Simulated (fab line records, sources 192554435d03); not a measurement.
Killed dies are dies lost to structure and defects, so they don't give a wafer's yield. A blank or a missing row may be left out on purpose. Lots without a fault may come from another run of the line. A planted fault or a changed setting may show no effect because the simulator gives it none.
Which tool did it? | flow n5_finfet | 12 lots, 36 wafers sampled, at 1 step of a route of 1938

WHAT THE GAUGES READ, wafer by wafer
N5_BEOL_M14_CD_MEAS_17: target cd 250 nm.
lot  | measured     | on        | cd_nm (nm)
L075 | day 11 12:32 | cd_sem-03 | 244.2 246.3 247.7
L081 | day 12 12:41 | cd_sem-01 | 254.9 253.8 250.1
L078 | day 12 13:59 | cd_sem-01 | 253.4 250.8 251.1
L080 | day 12 20:11 | cd_sem-03 | 251.8 247.3 246.7
L084 | day 13 18:32 | cd_sem-01 | 252.6 251.8 251.1
L085 | day 14 02:04 | cd_sem-01 | 252.2 254.2 252.8
L087 | day 14 09:45 | cd_sem-01 | 244.3 248.8 250.8
L088 | day 14 18:32 | cd_sem-03 | 249.2 249.8 251.2
L091 | day 15 03:56 | cd_sem-03 | 253.5 250.9 253.0
L092 | day 16 01:18 | cd_sem-02 | 248.7 244.8 247.6
L094 | day 16 07:36 | cd_sem-02 | 247.7 255.3 254.5
L097 | day 16 16:28 | cd_sem-01 | 253.9 251.4 251.1

WHICH TOOL RAN EACH LOT (tool, then ch and the chambers of the sampled wafers, then the start)
The record holds no process step before these readings.

THE ANSWER, worked out from the rows above alone
Rule: what is usual is taken from the lots themselves. Put in order of their means at a reading, lots are off if they are a third of the lots or fewer, leave a main group of 4 or more, and stand apart from it by a gap of 3 or more times the standard deviation of the main group's means; of several such gaps the widest counts. A main group whose means are all the same, to the digits that the tables above print for the reading, isn't used. A lot without any number at a reading at which 4 lots or more have one is off too. The other lots that the step has rows for count as sound.
No lot is off at any reading shown: from this, nothing can be told.

WHAT THE SIMULATOR HAD PUT IN
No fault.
